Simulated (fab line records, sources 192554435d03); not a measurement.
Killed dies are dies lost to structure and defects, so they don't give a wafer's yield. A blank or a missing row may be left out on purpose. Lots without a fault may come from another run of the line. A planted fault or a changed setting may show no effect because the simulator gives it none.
Chamber matching | flow n5_finfet | N5_STI_FIN_REVEAL_CMP_04 on cmp-01: 4 sister chambers
The step polishes, stops on Si3N4, t overpolish 4 s, target thk 131.83 nm. 14 wafers are shown with their chamber, then 7 later ones without.

WAFERS WITH THEIR CHAMBER
wafer  | chamber | motor_current_A (A) | overpolish_run_s (s) | slurry_filter_dp_kPa (kPa)
L081.3 | 3       | 9.4                 | 4.004                | 13.66
L081.4 | 0       | 7.5                 | 4.002                | 13.52
L081.5 | 0       | 7.1                 | 3.997                | 13.49
L085.1 | 0       | 7.1                 | 4.014                | 13.73
L085.3 | 3       | 9.6                 | 3.994                | 13.82
L085.4 | 1       | 7.1                 | 3.988                | 13.35
L086.2 | 2       | 7.8                 | 4.014                | 13.57
L086.4 | 3       | 9.3                 | 3.999                | 13.57
L086.5 | 3       | 9.8                 | 3.994                | 13.71
L088.2 | 1       | 7.4                 | 4.002                | 13.46
L088.5 | 0       | 7.2                 | 4.002                | 13.35
L088.6 | 3       | 9.2                 | 4.002                | 13.49
L092.4 | 0       | 7.3                 | 3.998                | 13.48
L092.5 | 3       | 9.3                 | 3.993                | 13.65

SIGNATURES (means of the wafers above)
reading              | chamber 0 | chamber 1 | chamber 2 | chamber 3 | scatter within a chamber
motor_current_A      | 7.240     | 7.250     | 7.800     | 9.433     | 0.203
overpolish_run_s     | 4.00260   | 3.99500   | 4.01400   | 3.99767   | 0.00625
slurry_filter_dp_kPa | 13.5140   | 13.4050   | 13.5700   | 13.6500   | 0.121
Rule: a wafer's distance from a chamber is the root of the sum, over the readings, of the square of ((its reading less the chamber's mean) divided by the reading's scatter). The wafer belongs to the nearest chamber; if the next one is less than 2 further off, it can't be placed. The scatter: the root of (the sum of the squares of (reading less its chamber's mean) over the shown wafers, divided by (wafers less chambers)).

WAFERS WITHOUT THEIR CHAMBER
wafer  | motor_current_A (A) | overpolish_run_s (s) | slurry_filter_dp_kPa (kPa)
L092.6 | 7.2                 | 3.981                | 13.51
L094.1 | 7.8                 | 4.003                | 13.65
L094.4 | 7.3                 | 4.005                | 13.39
L094.5 | 7.1                 | 4.007                | 13.54
L095.1 | 9.2                 | 4.014                | 13.60
L095.3 | 7.7                 | 3.981                | 13.54
L095.4 | 7.1                 | 4.008                | 13.53

WHICH CHAMBER EACH WENT THROUGH
wafer  | from the rows above          | in truth
L092.6 | can't be placed: 1 or 0      | 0
L094.1 | can't be placed: 2 or 0 or 1 | 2
L094.4 | can't be placed: 0 or 1      | 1
L094.5 | can't be placed: 0 or 1      | 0
L095.1 | 3                            | 3
L095.3 | can't be placed: 1 or 0 or 2 | 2
L095.4 | can't be placed: 0 or 1      | 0
Placed correctly: 1 of 7. Can't be placed from these rows: 6 (the true chamber is among the candidates in 6). Placed wrongly: 0.
